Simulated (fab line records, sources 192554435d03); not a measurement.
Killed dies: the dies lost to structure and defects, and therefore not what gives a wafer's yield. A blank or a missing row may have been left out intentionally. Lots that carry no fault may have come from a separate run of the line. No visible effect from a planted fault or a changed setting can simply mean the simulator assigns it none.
fab line records	flow n5_finfet
[record] lots = 24	wafers = 72	last_day = 17
route steps=1938 shown BEOL_M3@949
lots with no fault: from the same line, run without faults
start_h: hours from the record's first day to the start of the lot's first wafer shown	wait_h: hours since the lot's step before	" the same as in the row above	L1.1+2: a single row standing in for several wafers	- either no value or no given start	* or withheld: withheld	< > ~ a bound
route shown NAME@n: NAME is a module with steps in the file, n the number in the route of the first one	usual: mean and standard deviation over wafers with no fault	same: alike in all rows	chamber/n: place in a boat	sites: readings site by site	_std_site: the standard deviation of these	_edge_site: mean of outer sites minus mean of inner sites	radius_mm: how far each site lies from the wafer's centre	mask NAME#n: copy n	behind: the tool/chamber that last shaped the wafer	hold: what put the lot on hold/how long, in hours/how the hold closed	device: whichever transistor did not switch (one of n, p or np)	end of line: tests of these same wafers at the route's end	a step without rows: its recipe alone	killed: count of dies lost to structure and defects at first sort (not the wafer's yield)	map: a wafer's dies, marking killed ones x, the rest . and places with no die _
set.NAME: setting as actually run; set.NAME@STEP: the setting as run at that earlier step	model.NAME: the simulator's own value behind a step, which no gauge read
the route's steps for a sample of lots (tables are steps, rows are wafers)
services: the hour from which a tool's chamber was out of use, counted from the record's first day as start_h (under 0 if before that day), plus the number of hours and why
[[steps]]
[step N5_BEOL_M3_ETCH_63]
[recipe] chemistry = CF4	target = SiARC	target_depth_a = 156	mask_material = CAR-EUV	time_s = 26	ion_energy_ev = 80	pressure_mtorr = 40	source_w = 545	bias_w = 36	Ar_flow_sccm = 100	cf4_flow_sccm = 100	ends = cleared
[usual] cf4_flow_sccm = 100.03/0.29	chamber_pressure_mTorr = 40.00/0.039	drypump_motor_current_A = 5.5/0.42	etch_rf_on_time_s = 26.0/0.8	oes_product_au = 0.69/0.054	rf_vpp_V = 184.3/1.2	showerhead_plenum_p_Torr = 2.16/0.069	throttle_valve_pct = 15.48/0.12
lot.wafer	tool	chamber	start_h	wait_h	cf4_flow_sccm	chamber_pressure_mTorr	drypump_motor_current_A	etch_rf_on_time_s	oes_product_au	rf_hours_counter_h	rf_vpp_V	showerhead_plenum_p_Torr	throttle_valve_pct
L074.1	rie_diel-05	3	140.71	0.0	99.66	39.95	5.2	26.9	0.75	34	183.2	2.17	15.36
L074.2	"	2	"	"	100.52	40.00	5.1	25.8	0.73	56	185.6	2.24	15.30
L074.4	"	0	"	"	100.07	39.97	6.1	26.2	0.72	58	183.9	2.16	15.42
L076.1	rie_diel-05	3	153.84	0.0	100.13	39.98	5.2	26.9	0.73	39	185.1	2.17	15.37
L076.2	"	1	"	"	100.44	40.02	5.8	25.9	0.77	31	185.0	2.19	15.53
L076.4	"	0	"	"	100.12	40.03	6.0	26.4	0.72	62	185.3	2.16	15.44
L075.3	rie_diel-02	3	156.28	0.0	100.06	40.02	5.5	26.7	0.63	142	185.2	2.22	15.55
L075.4	"	2	"	"	100.23	40.01	5.9	26.9	0.61	195	185.0	2.10	15.63
L075.6	"	1	"	"	99.65	40.00	6.0	25.4	0.68	-	181.5	2.07	15.39
L077.1	rie_diel-05	3	161.65	0.0	100.31	40.05	5.2	27.1	0.73	40	182.5	2.17	15.37
L077.2	"	2	"	"	99.96	39.97	5.1	25.8	0.73	62	186.6	2.24	15.32
L077.5	"	2	"	"	100.21	40.03	5.1	25.7	0.73	-	186.1	2.24	15.32
L078.2	rie_diel-02	0	170.50	0.0	99.81	40.03	5.1	26.7	0.62	167	183.4	2.14	15.59
L078.3	"	1	"	"	100.23	40.02	6.0	25.5	0.67	143	183.3	2.07	15.38
L078.5	"	0	"	"	100.12	39.95	5.0	26.7	0.62	-	183.9	2.14	15.61
L079.1	rie_diel-06	2	171.58	0.0	99.81	39.96	5.4	24.2	0.72	88	185.7	2.25	15.46
L079.2	"	0	"	"	99.97	40.02	5.6	25.6	0.81	12	185.5	2.19	15.35
L079.6	"	1	"	"	100.28	39.97	4.7	26.3	0.58	-	184.6	2.12	15.80
L080.1	rie_diel-02	1	179.48	0.0	100.25	39.98	6.0	25.3	0.67	147	184.4	2.07	15.39
L080.2	"	2	"	"	100.02	39.98	5.9	26.7	0.61	201	183.8	2.10	15.63
L080.4	"	3	"	"	99.46	39.94	5.5	26.1	0.64	149	185.0	2.22	15.55
L081.2	rie_diel-06	1	184.81	0.0	100.47	40.03	4.7	26.5	0.58	234	184.6	2.12	15.79
L081.3	"	3	"	"	99.86	40.10	5.9	25.9	0.67	141	182.4	1.99	15.34
L081.6	"	3	"	"	100.12	39.98	5.9	25.5	0.68	-	182.9	1.99	15.35
L082.1	rie_diel-02	0	185.68	0.0	99.73	39.97	5.1	26.2	0.63	173	184.0	2.14	15.61
L082.2	"	2	"	"	99.79	40.02	5.9	26.8	0.61	203	184.3	2.10	15.62
L082.6	"	1	"	"	100.13	40.03	6.0	25.1	0.67	-	183.7	2.07	15.37
L083.1	rie_diel-05	3	197.96	0.0	100.21	39.99	5.2	27.1	0.72	50	184.3	2.17	15.40
L083.2	"	0	"	"	99.93	39.95	6.0	26.3	0.71	75	183.5	2.15	15.46
L083.5	"	0	"	"	100.12	40.05	6.0	26.1	0.71	-	183.2	2.15	15.45
L084.2	rie_diel-06	0	200.22	0.0	100.16	40.06	5.6	25.9	0.80	20	184.6	2.19	15.35
L084.4	"	3	"	"	100.15	40.03	5.9	25.1	0.68	145	182.2	1.99	15.36
L084.5	"	3	"	"	100.48	39.99	5.9	25.2	0.68	-	183.2	1.99	15.36
L085.1	rie_diel-05	2	212.63	0.0	100.18	40.00	5.1	25.8	0.71	76	184.0	2.24	15.35
L085.3	"	3	"	"	100.11	39.96	5.2	27.6	0.71	56	183.1	2.16	15.40
L085.5	"	3	"	"	99.84	40.00	5.2	27.1	0.71	-	185.2	2.16	15.40
L086.1	rie_diel-05	3	219.93	0.0	100.20	39.98	5.2	27.2	0.71	57	187.0	2.16	15.40
L086.4	"	2	"	"	99.92	40.03	5.1	25.7	0.71	78	183.8	2.24	15.34
L086.5	"	2	"	"	100.36	40.04	5.1	25.9	0.70	-	185.9	2.24	15.34
L087.1	rie_diel-06	1	224.45	0.0	99.96	40.12	4.7	26.0	0.57	246	183.4	2.11	15.83
L087.4	"	2	"	"	100.28	39.97	5.4	24.0	0.72	104	185.9	2.24	15.48
L087.5	"	1	"	"	99.48	40.04	4.7	26.4	0.57	-	182.6	2.11	15.81
L088.1	rie_diel-05	2	227.76	0.0	99.69	39.98	5.1	25.7	0.71	80	184.0	2.24	15.34
L088.3	"	0	"	"	99.80	40.03	6.0	26.2	0.70	83	184.6	2.15	15.45
L088.6	"	0	"	"	100.13	39.96	6.0	26.1	0.70	-	184.2	2.15	15.49
L089.3	rie_diel-05	1	232.65	0.0	100.34	39.96	5.9	26.1	0.73	55	182.7	2.18	15.56
L089.4	"	3	"	"	99.63	39.99	5.2	27.2	0.70	61	183.6	2.16	15.41
L089.6	"	1	"	"	100.44	39.99	5.8	26.1	0.73	-	184.0	2.18	15.58
L090.4	rie_diel-02	3	241.62	0.0	100.09	40.01	5.5	25.9	0.62	167	183.9	2.21	15.60
L090.5	"	1	"	"	100.25	40.00	6.0	25.7	0.65	-	184.4	2.06	15.42
L090.6	"	2	"	"	100.02	39.98	5.9	27.0	0.60	-	182.1	2.09	15.68
L091.2	rie_diel-06	3	242.60	0.0	99.72	40.01	5.9	25.5	0.67	158	182.3	1.99	15.37
L091.3	"	2	"	"	99.85	39.99	5.4	23.8	0.71	110	186.2	2.24	15.49
L091.5	"	3	"	"	100.28	39.92	5.9	25.7	0.67	-	181.4	1.99	15.38
L092.2	rie_diel-05	1	247.41	0.0	99.74	40.06	5.8	26.5	0.73	59	184.6	2.18	15.59
L092.4	"	3	"	"	99.98	39.94	5.2	27.5	0.70	66	184.2	2.16	15.43
L092.5	"	1	"	"	99.80	40.02	5.9	26.2	0.72	-	184.2	2.18	15.59
L093.1	rie_diel-02	3	255.00	0.0	99.40	39.98	5.4	25.7	0.63	172	185.5	2.21	15.61
L093.5	"	1	"	"	100.44	39.98	6.0	25.4	0.65	-	183.6	2.06	15.44
L093.6	"	2	"	"	99.93	40.03	5.9	26.8	0.60	-	183.5	2.09	15.68
L094.2	rie_diel-06	3	270.82	0.0	99.94	39.99	5.9	25.4	0.66	168	183.2	1.98	15.40
L094.4	"	2	"	"	100.43	39.95	5.4	24.5	0.69	120	185.3	2.24	15.53
L094.6	"	0	"	"	99.91	40.07	5.6	26.2	0.75	-	183.1	2.18	15.39
L095.1	rie_diel-05	3	277.93	0.0	99.88	40.01	5.2	27.5	0.69	75	184.4	2.16	15.41
L095.3	"	0	"	"	99.91	39.91	6.0	26.2	0.69	97	184.5	2.14	15.51
L095.5	"	1	"	"	99.77	40.02	5.8	25.8	0.73	-	183.9	2.18	15.61
L097.2	rie_diel-06	1	281.11	0.0	99.73	39.99	4.7	25.7	0.80	7	182.8	2.11	15.33
L097.3	"	0	"	"	100.34	40.00	5.7	26.3	0.75	47	184.9	2.18	15.39
L097.4	"	1	"	"	99.57	40.00	4.7	25.6	0.80	-	184.3	2.11	15.33
L096.2	rie_diel-05	1	285.41	0.0	99.93	40.06	5.9	26.2	0.72	72	184.2	2.18	15.60
L096.4	"	3	"	"	99.96	39.95	5.2	27.3	0.68	77	184.1	2.16	15.46
L096.6	"	3	"	"	99.89	40.02	5.2	27.4	0.67	-	183.8	2.16	15.44
[step N5_BEOL_M3_ETCH_69]
[recipe] chemistry = CF4	target = SiARC	target_depth_a = 156	mask_material = CAR-EUV	time_s = 26	ion_energy_ev = 80	pressure_mtorr = 40	source_w = 545	bias_w = 36	Ar_flow_sccm = 100	cf4_flow_sccm = 100	ends = cleared
[usual] cf4_flow_sccm = 99.98/0.27	chamber_pressure_mTorr = 40.00/0.035	drypump_motor_current_A = 5.5/0.41	etch_rf_on_time_s = 25.9/0.81	oes_product_au = 0.69/0.054	rf_vpp_V = 184.2/1.3	showerhead_plenum_p_Torr = 2.15/0.073	throttle_valve_pct = 15.47/0.12
lot.wafer	tool	chamber	start_h	wait_h	cf4_flow_sccm	chamber_pressure_mTorr	drypump_motor_current_A	etch_rf_on_time_s	oes_product_au	rf_hours_counter_h	rf_vpp_V	showerhead_plenum_p_Torr	throttle_valve_pct
L074.1	rie_diel-05	1	141.58	0.0	100.37	39.93	5.9	25.6	0.78	27	183.3	2.19	15.52
L074.2	"	3	"	"	99.88	40.01	5.1	26.8	0.73	34	185.3	2.17	15.37
L074.4	"	0	"	"	100.06	39.98	6.0	25.9	0.73	58	184.6	2.16	15.40
L076.1	rie_diel-02	0	154.71	0.0	100.10	39.98	5.1	26.3	0.64	162	184.7	2.14	15.60
L076.2	"	2	"	"	100.29	40.03	5.9	26.4	0.62	195	185.0	2.10	15.63
L076.4	"	3	"	"	99.93	40.00	5.5	26.4	0.64	142	185.6	2.22	15.55
L075.3	rie_diel-06	1	157.15	0.0	100.45	39.97	4.7	26.6	0.58	227	184.8	2.12	15.79
L075.4	"	0	"	"	99.44	40.05	5.7	25.7	0.83	9	185.0	2.19	15.33
L075.6	"	3	"	"	100.30	40.04	5.9	25.5	0.68	-	182.8	1.99	15.35
L077.1	rie_diel-06	1	162.58	0.0	99.97	40.03	4.7	26.6	0.58	229	182.9	2.12	15.78
L077.2	"	0	"	"	100.14	40.02	5.6	26.0	0.81	10	185.6	2.19	15.32
L077.5	"	2	"	"	99.38	40.00	5.4	24.2	0.72	-	186.1	2.25	15.44
L078.2	rie_diel-02	0	171.49	0.0	99.92	40.02	5.1	26.1	0.63	168	183.7	2.14	15.61
L078.3	"	1	"	"	100.35	40.05	6.0	25.5	0.67	144	184.3	2.07	15.40
L078.5	"	0	"	"	100.26	40.05	5.1	26.5	0.63	-	185.1	2.14	15.60
L079.1	rie_diel-02	0	172.68	0.0	99.49	39.97	5.0	26.4	0.63	168	183.2	2.14	15.61
L079.2	"	1	"	"	99.29	39.99	6.0	25.3	0.68	144	184.2	2.07	15.39
L079.6	"	1	"	"	99.51	40.03	6.0	25.3	0.68	-	183.4	2.07	15.38
L080.1	rie_diel-05	1	180.35	0.0	99.80	40.02	5.8	25.9	0.76	39	184.5	2.19	15.55
L080.2	"	3	"	"	99.98	39.96	5.2	27.5	0.71	46	183.7	2.17	15.39
L080.4	"	0	"	"	100.23	40.02	6.0	26.0	0.71	70	185.5	2.15	15.43
L081.2	rie_diel-02	0	185.91	0.0	100.11	40.00	5.1	26.2	0.63	173	183.5	2.14	15.64
L081.3	"	3	"	"	99.83	39.97	5.4	26.1	0.63	152	183.9	2.21	15.56
L081.6	"	3	"	"	100.05	40.03	5.5	25.9	0.63	-	184.9	2.21	15.57
L082.1	rie_diel-05	3	186.68	0.0	99.73	40.03	5.2	27.5	0.71	47	185.3	2.17	15.38
L082.2	"	0	"	"	100.44	40.02	6.0	25.9	0.72	71	184.2	2.15	15.44
L082.6	"	1	"	"	100.39	39.98	5.8	25.9	0.75	-	183.6	2.19	15.54
L083.1	rie_diel-05	1	198.86	0.0	99.53	40.03	5.8	26.0	0.75	44	186.0	2.19	15.53
L083.2	"	0	"	"	99.61	40.03	6.0	26.1	0.72	75	184.3	2.15	15.46
L083.5	"	2	"	"	99.29	40.02	5.1	25.7	0.71	-	184.6	2.24	15.33
L084.2	rie_diel-05	1	201.09	0.0	100.49	39.99	5.9	25.9	0.76	44	183.2	2.19	15.55
L084.4	"	0	"	"	99.84	39.95	6.1	26.1	0.71	76	183.5	2.15	15.44
L084.5	"	1	"	"	99.80	40.03	5.8	26.2	0.75	-	184.4	2.19	15.55
L085.1	rie_diel-05	0	213.53	0.0	100.38	39.90	6.1	26.2	0.70	80	184.8	2.15	15.47
L085.3	"	1	"	"	100.17	40.01	5.8	25.8	0.75	49	185.0	2.19	15.56
L085.5	"	2	"	"	99.66	40.01	5.1	25.7	0.71	-	186.2	2.24	15.34
L086.1	rie_diel-06	1	220.93	0.0	100.01	39.95	4.7	26.2	0.58	245	183.6	2.11	15.83
L086.4	"	0	"	"	100.45	40.01	5.7	25.9	0.79	26	184.3	2.19	15.37
L086.5	"	2	"	"	100.14	39.94	5.4	23.8	0.72	-	185.6	2.24	15.49
L087.1	rie_diel-02	0	225.45	0.0	100.16	40.02	5.0	26.6	0.62	184	184.1	2.13	15.65
L087.4	"	1	"	"	99.94	40.00	6.0	25.9	0.65	160	182.8	2.06	15.40
L087.5	"	1	"	"	100.33	40.02	6.0	26.0	0.65	-	183.6	2.06	15.42
L088.1	rie_diel-02	1	228.75	0.0	99.90	40.03	6.0	25.6	0.66	161	183.8	2.06	15.39
L088.3	"	0	"	"	100.11	40.03	5.0	26.3	0.62	185	182.8	2.13	15.63
L088.6	"	0	"	"	100.16	40.07	5.0	26.1	0.62	-	182.9	2.13	15.65
L089.3	rie_diel-05	3	233.64	0.0	99.83	39.94	5.2	27.5	0.69	62	183.8	2.16	15.42
L089.4	"	0	"	"	99.79	39.98	6.1	26.4	0.70	85	183.9	2.15	15.46
L089.6	"	1	"	"	100.00	39.98	5.8	26.5	0.73	-	182.6	2.18	15.57
L090.4	rie_diel-06	2	242.52	0.0	100.13	39.96	5.4	24.2	0.70	-	183.9	2.24	15.49
L090.5	"	3	"	"	99.82	40.00	5.9	25.6	0.66	-	181.7	1.99	15.39
L090.6	"	0	"	"	99.85	39.94	5.7	26.2	0.77	-	183.5	2.19	15.37
L091.2	rie_diel-06	2	243.47	0.0	100.17	40.00	5.4	24.0	0.71	110	182.8	2.24	15.51
L091.3	"	0	"	"	99.94	39.98	5.6	25.8	0.78	33	185.2	2.19	15.38
L091.5	"	0	"	"	100.06	39.98	5.7	25.8	0.77	-	184.1	2.19	15.38
L092.2	rie_diel-02	2	248.58	0.0	99.54	40.06	5.9	26.6	0.60	221	185.7	2.09	15.65
L092.4	"	1	"	"	99.78	40.01	6.0	25.5	0.66	167	182.4	2.06	15.42
L092.5	"	0	"	"	99.86	39.95	5.0	26.1	0.62	-	183.7	2.13	15.66
L093.1	rie_diel-06	2	256.04	0.0	99.70	40.01	5.4	24.0	0.70	116	184.6	2.24	15.52
L093.5	"	2	"	"	100.27	39.98	5.4	24.1	0.70	-	184.3	2.24	15.53
L093.6	"	3	"	"	99.95	40.03	5.9	24.9	0.68	-	179.9	1.98	15.41
L094.2	rie_diel-05	2	271.71	0.0	100.21	39.99	5.1	26.0	0.69	95	184.8	2.23	15.39
L094.4	"	1	"	"	99.76	40.00	5.9	26.3	0.72	67	185.6	2.18	15.61
L094.6	"	2	"	"	100.23	39.96	5.1	26.2	0.69	-	185.4	2.23	15.37
L095.1	rie_diel-06	1	279.09	0.0	99.51	39.98	4.7	25.5	0.80	6	184.2	2.11	15.33
L095.3	"	2	"	"	100.02	39.98	5.4	24.3	0.69	123	183.8	2.23	15.54
L095.5	"	0	"	"	100.18	39.95	5.7	26.0	0.76	-	186.1	2.18	15.40
L097.2	rie_diel-06	0	281.99	0.0	100.06	40.03	5.7	26.3	0.74	48	186.2	2.18	15.40
L097.3	"	2	"	"	100.15	40.05	5.4	24.4	0.69	125	186.3	2.23	15.54
L097.4	"	1	"	"	100.01	40.01	4.7	25.7	0.80	7	184.9	2.11	15.32
L096.2	rie_diel-05	3	286.28	0.0	99.77	40.01	5.2	27.4	0.69	78	184.2	2.16	15.44
L096.4	"	1	"	"	100.06	40.01	5.8	26.0	0.73	72	182.5	2.18	15.59
L096.6	"	0	"	"	100.15	39.95	6.0	26.3	0.68	-	184.4	2.14	15.50
[step N5_BEOL_M3_CD_MEAS_35]
[recipe] target_cd_nm = 18	target_cd_y_nm = 21	polarity = opening
[usual] cd_nm = 18.1/0.46
lot.wafer	tool	chamber	start_h	wait_h	cd_nm
L074.1	cd_sem-03	-	143.95	0.0	18.6
L074.2	"	-	"	"	18.7
L074.4	"	-	"	"	17.7
L076.1	cd_sem-03	-	160.88	0.0	18.0
L076.2	"	-	"	"	17.8
L076.4	"	-	"	"	17.6
L075.3	cd_sem-03	-	161.35	0.0	18.8
L075.4	"	-	"	"	18.3
L075.6	"	-	"	"	18.1
L077.1	cd_sem-01	-	166.14	0.0	18.5
L077.2	"	-	"	"	18.1
L077.5	"	-	"	"	17.6
L078.2	cd_sem-01	-	172.24	0.0	17.8
L078.3	"	-	"	"	17.7
L078.5	"	-	"	"	18.1
L079.1	cd_sem-01	-	176.71	0.0	17.7
L079.2	"	-	"	"	18.5
L079.6	"	-	"	"	17.9
L080.1	cd_sem-02	-	184.91	0.0	17.8
L080.2	"	-	"	"	18.2
L080.4	"	-	"	"	18.4
L081.2	cd_sem-02	-	188.43	0.0	18.4
L081.3	"	-	"	"	19.0
L081.6	"	-	"	"	19.1
L082.1	cd_sem-01	-	189.03	0.0	18.3
L082.2	"	-	"	"	17.7
L082.6	"	-	"	"	17.5
L083.1	cd_sem-02	-	200.20	0.0	17.5
L083.2	"	-	"	"	17.6
L083.5	"	-	"	"	17.1
L084.2	cd_sem-02	-	204.27	0.0	18.3
L084.4	"	-	"	"	19.0
L084.5	"	-	"	"	18.4
L085.1	cd_sem-02	-	215.48	0.0	17.8
L085.3	"	-	"	"	18.2
L085.5	"	-	"	"	17.8
L086.1	cd_sem-03	-	222.96	0.0	18.0
L086.4	"	-	"	"	18.0
L086.5	"	-	"	"	18.1
L087.1	cd_sem-01	-	227.51	0.0	18.3
L087.4	"	-	"	"	18.7
L087.5	"	-	"	"	18.4
L088.1	cd_sem-01	-	231.93	0.0	18.1
L088.3	"	-	"	"	17.5
L088.6	"	-	"	"	17.5
L089.3	cd_sem-02	-	235.29	0.0	18.2
L089.4	"	-	"	"	18.7
L089.6	"	-	"	"	17.6
L090.4	cd_sem-01	-	243.80	0.0	18.2
L090.5	"	-	"	"	18.3
L090.6	"	-	"	"	18.5
L091.2	cd_sem-01	-	244.46	0.0	18.8
L091.3	"	-	"	"	18.4
L091.5	"	-	"	"	18.7
L092.2	cd_sem-03	-	249.66	0.0	17.9
L092.4	"	-	"	"	18.1
L092.5	"	-	"	"	17.5
L093.1	cd_sem-01	-	256.94	0.0	18.8
L093.5	"	-	"	"	17.7
L093.6	"	-	"	"	18.3
L094.2	cd_sem-03	-	274.12	0.0	18.6
L094.4	"	-	"	"	18.5
L094.6	"	-	"	"	18.5
L095.1	cd_sem-01	-	281.20	0.0	17.5
L095.3	"	-	"	"	17.7
L095.5	"	-	"	"	16.9
L097.2	cd_sem-02	-	284.66	0.0	18.3
L097.3	"	-	"	"	17.9
L097.4	"	-	"	"	18.4
L096.2	cd_sem-02	-	289.66	0.0	17.6
L096.4	"	-	"	"	17.5
L096.6	"	-	"	"	18.1
[step N5_BEOL_M3_PRE_CLEAN_45]
[recipe] gas = H2/He	time_s = 30	temp_c = 250
[usual] heater_power_w = 321/43
lot.wafer	tool	chamber	start_h	wait_h	heater_power_w
L074.1	pvd_sputter-01	-	144.17	0.0	297
L074.2	"	-	"	"	371
L074.4	"	-	"	"	347
L076.1	pvd_sputter-02	-	161.12	0.0	281
L076.2	"	-	"	"	280
L076.4	"	-	"	"	289
L075.3	pvd_sputter-02	-	161.48	0.0	279
L075.4	"	-	"	"	284
L075.6	"	-	"	"	274
L077.1	pvd_sputter-02	-	166.66	0.0	286
L077.2	"	-	"	"	286
L077.5	"	-	"	"	285
L078.2	pvd_sputter-03	-	172.48	0.0	345
L078.3	"	-	"	"	305
L078.5	"	-	"	"	337
L079.1	pvd_sputter-03	-	177.03	0.0	408
L079.2	"	-	"	"	302
L079.6	"	-	"	"	305
L080.1	pvd_sputter-03	-	185.10	0.0	307
L080.2	"	-	"	"	422
L080.4	"	-	"	"	294
L081.2	pvd_sputter-02	-	188.73	0.0	355
L081.3	"	-	"	"	289
L081.6	"	-	"	"	286
L082.1	pvd_sputter-02	-	189.13	0.0	285
L082.2	"	-	"	"	297
L082.6	"	-	"	"	290
L083.1	pvd_sputter-01	-	200.60	0.0	294
L083.2	"	-	"	"	342
L083.5	"	-	"	"	287
L084.2	pvd_sputter-02	-	204.85	0.0	352
L084.4	"	-	"	"	278
L084.5	"	-	"	"	281
L085.1	pvd_sputter-03	-	215.95	0.0	301
L085.3	"	-	"	"	304
L085.5	"	-	"	"	302
L086.1	pvd_sputter-03	-	223.36	0.0	305
L086.4	"	-	"	"	301
L086.5	"	-	"	"	306
L087.1	pvd_sputter-01	-	228.25	0.0	365
L087.4	"	-	"	"	301
L087.5	"	-	"	"	292
L088.1	pvd_sputter-01	-	234.06	0.0	351
L088.3	"	-	"	"	286
L088.6	"	-	"	"	295
L089.3	pvd_sputter-03	-	235.58	0.0	425
L089.4	"	-	"	"	298
L089.6	"	-	"	"	336
L090.4	pvd_sputter-01	-	243.97	0.0	364
L090.5	"	-	"	"	350
L090.6	"	-	"	"	365
L091.2	pvd_sputter-01	-	244.55	0.0	286
L091.3	"	-	"	"	295
L091.5	"	-	"	"	305
L092.2	pvd_sputter-03	-	250.56	0.0	431
L092.4	"	-	"	"	346
L092.5	"	-	"	"	422
L093.1	pvd_sputter-03	-	257.02	0.0	347
L093.5	"	-	"	"	339
L093.6	"	-	"	"	307
L094.2	pvd_sputter-02	-	274.46	0.0	292
L094.4	"	-	"	"	282
L094.6	"	-	"	"	289
L095.1	pvd_sputter-03	-	281.80	0.0	432
L095.3	"	-	"	"	307
L095.5	"	-	"	"	308
L097.2	pvd_sputter-02	-	285.38	0.0	292
L097.3	"	-	"	"	279
L097.4	"	-	"	"	358
L096.2	pvd_sputter-01	-	289.74	0.0	299
L096.4	"	-	"	"	343
L096.6	"	-	"	"	300
[step N5_BEOL_M3_ANNEAL_49]
[recipe] temp_c = 400	time_s = 240	ambient = vacuum
[usual] heater_power_w = 797/98
lot.wafer	tool	chamber	start_h	wait_h	heater_power_w
L074.1	pvd_sputter-02	-	144.82	0.0	876
L074.2	"	-	"	"	708
L074.4	"	-	"	"	712
L076.1	pvd_sputter-03	-	161.83	0.0	759
L076.2	"	-	"	"	745
L076.4	"	-	"	"	854
L075.3	pvd_sputter-01	-	162.07	0.0	839
L075.4	"	-	"	"	763
L075.6	"	-	"	"	884
L077.1	pvd_sputter-03	-	169.08	0.0	856
L077.2	"	-	"	"	733
L077.5	"	-	"	"	847
L078.2	pvd_sputter-01	-	174.81	0.0	899
L078.3	"	-	"	"	732
L078.5	"	-	"	"	868
L079.1	pvd_sputter-02	-	177.79	0.0	711
L079.2	"	-	"	"	881
L079.6	"	-	"	"	716
L080.1	pvd_sputter-03	-	185.96	0.0	876
L080.2	"	-	"	"	749
L080.4	"	-	"	"	1025
L081.2	pvd_sputter-03	-	189.48	0.0	779
L081.3	"	-	"	"	1063
L081.6	"	-	"	"	856
L082.1	pvd_sputter-01	-	189.96	0.0	752
L082.2	"	-	"	"	727
L082.6	"	-	"	"	747
L083.1	pvd_sputter-03	-	201.20	0.0	764
L083.2	"	-	"	"	744
L083.5	"	-	"	"	757
L084.2	pvd_sputter-02	-	205.77	0.0	716
L084.4	"	-	"	"	878
L084.5	"	-	"	"	733
L085.1	pvd_sputter-03	-	216.72	0.0	738
L085.3	"	-	"	"	837
L085.5	"	-	"	"	760
L086.1	pvd_sputter-03	-	224.04	0.0	1044
L086.4	"	-	"	"	761
L086.5	"	-	"	"	758
L087.1	pvd_sputter-02	-	229.20	0.0	733
L087.4	"	-	"	"	733
L087.5	"	-	"	"	721
L088.1	pvd_sputter-02	-	234.88	0.0	727
L088.3	"	-	"	"	709
L088.6	"	-	"	"	707
L089.3	pvd_sputter-03	-	236.32	0.0	835
L089.4	"	-	"	"	1054
L089.6	"	-	"	"	870
L090.4	pvd_sputter-01	-	244.72	0.0	855
L090.5	"	-	"	"	876
L090.6	"	-	"	"	902
L091.2	pvd_sputter-02	-	245.42	0.0	696
L091.3	"	-	"	"	901
L091.5	"	-	"	"	890
L092.2	pvd_sputter-02	-	251.25	0.0	698
L092.4	"	-	"	"	716
L092.5	"	-	"	"	710
L093.1	pvd_sputter-03	-	257.90	0.0	756
L093.5	"	-	"	"	870
L093.6	"	-	"	"	728
L094.2	pvd_sputter-02	-	275.14	0.0	714
L094.4	"	-	"	"	718
L094.6	"	-	"	"	712
L095.1	pvd_sputter-01	-	282.44	0.0	735
L095.3	"	-	"	"	889
L095.5	"	-	"	"	725
L097.2	pvd_sputter-02	-	286.28	0.0	711
L097.3	"	-	"	"	700
L097.4	"	-	"	"	715
L096.2	pvd_sputter-02	-	290.71	0.0	865
L096.4	"	-	"	"	691
L096.6	"	-	"	"	866
[step N5_BEOL_M3_ANNEAL_82]
[recipe] temp_c = 400	time_s = 240	ambient = vacuum
[usual] heater_power_w = 796/99
lot.wafer	tool	chamber	start_h	wait_h	heater_power_w
L074.1	pvd_sputter-02	-	145.26	0.0	879
L074.2	"	-	"	"	724
L074.4	"	-	"	"	704
L076.1	pvd_sputter-03	-	162.27	0.0	745
L076.2	"	-	"	"	736
L076.4	"	-	"	"	873
L075.3	pvd_sputter-01	-	162.51	0.0	856
L075.4	"	-	"	"	759
L075.6	"	-	"	"	913
L077.1	pvd_sputter-03	-	169.52	0.0	879
L077.2	"	-	"	"	745
L077.5	"	-	"	"	865
L078.2	pvd_sputter-01	-	175.25	0.0	922
L078.3	"	-	"	"	741
L078.5	"	-	"	"	894
L079.1	pvd_sputter-02	-	178.23	0.0	709
L079.2	"	-	"	"	878
L079.6	"	-	"	"	712
L080.1	pvd_sputter-03	-	186.40	0.0	858
L080.2	"	-	"	"	739
L080.4	"	-	"	"	1051
L081.2	pvd_sputter-03	-	189.92	0.0	763
L081.3	"	-	"	"	1032
L081.6	"	-	"	"	852
L082.1	pvd_sputter-01	-	190.40	0.0	759
L082.2	"	-	"	"	745
L082.6	"	-	"	"	765
L083.1	pvd_sputter-03	-	201.64	0.0	771
L083.2	"	-	"	"	733
L083.5	"	-	"	"	768
L084.2	pvd_sputter-02	-	206.21	0.0	727
L084.4	"	-	"	"	882
L084.5	"	-	"	"	725
L085.1	pvd_sputter-03	-	217.16	0.0	740
L085.3	"	-	"	"	873
L085.5	"	-	"	"	767
L086.1	pvd_sputter-03	-	224.48	0.0	1048
L086.4	"	-	"	"	756
L086.5	"	-	"	"	729
L087.1	pvd_sputter-02	-	229.64	0.0	727
L087.4	"	-	"	"	709
L087.5	"	-	"	"	737
L088.1	pvd_sputter-02	-	235.32	0.0	734
L088.3	"	-	"	"	702
L088.6	"	-	"	"	700
L089.3	pvd_sputter-03	-	236.76	0.0	856
L089.4	"	-	"	"	1031
L089.6	"	-	"	"	843
L090.4	pvd_sputter-01	-	245.16	0.0	844
L090.5	"	-	"	"	860
L090.6	"	-	"	"	892
L091.2	pvd_sputter-02	-	245.86	0.0	706
L091.3	"	-	"	"	882
L091.5	"	-	"	"	875
L092.2	pvd_sputter-02	-	251.69	0.0	712
L092.4	"	-	"	"	733
L092.5	"	-	"	"	714
L093.1	pvd_sputter-03	-	258.34	0.0	725
L093.5	"	-	"	"	856
L093.6	"	-	"	"	748
L094.2	pvd_sputter-02	-	275.58	0.0	702
L094.4	"	-	"	"	707
L094.6	"	-	"	"	705
L095.1	pvd_sputter-01	-	282.88	0.0	725
L095.3	"	-	"	"	871
L095.5	"	-	"	"	715
L097.2	pvd_sputter-02	-	286.72	0.0	700
L097.3	"	-	"	"	714
L097.4	"	-	"	"	717
L096.2	pvd_sputter-02	-	291.15	0.0	870
L096.4	"	-	"	"	707
L096.6	"	-	"	"	893
[[services]]
tool	chamber	start_h	hours	kind
rie_diel-02	3	135.96	8.7	repair
rie_diel-05	2	208.68	3.8	repair
rie_diel-05	0	221.63	2.8	repair
rie_diel-06	1	237.52	-	clean
rie_diel-06	1	237.52	-	consumable_replace:focus_ring
rie_diel-06	1	237.52	21.4	scheduled_down
rie_diel-06	1	237.52	21.4	vent_cycle
rie_diel-06	3	272.94	8.2	repair
[[key]]
fault none
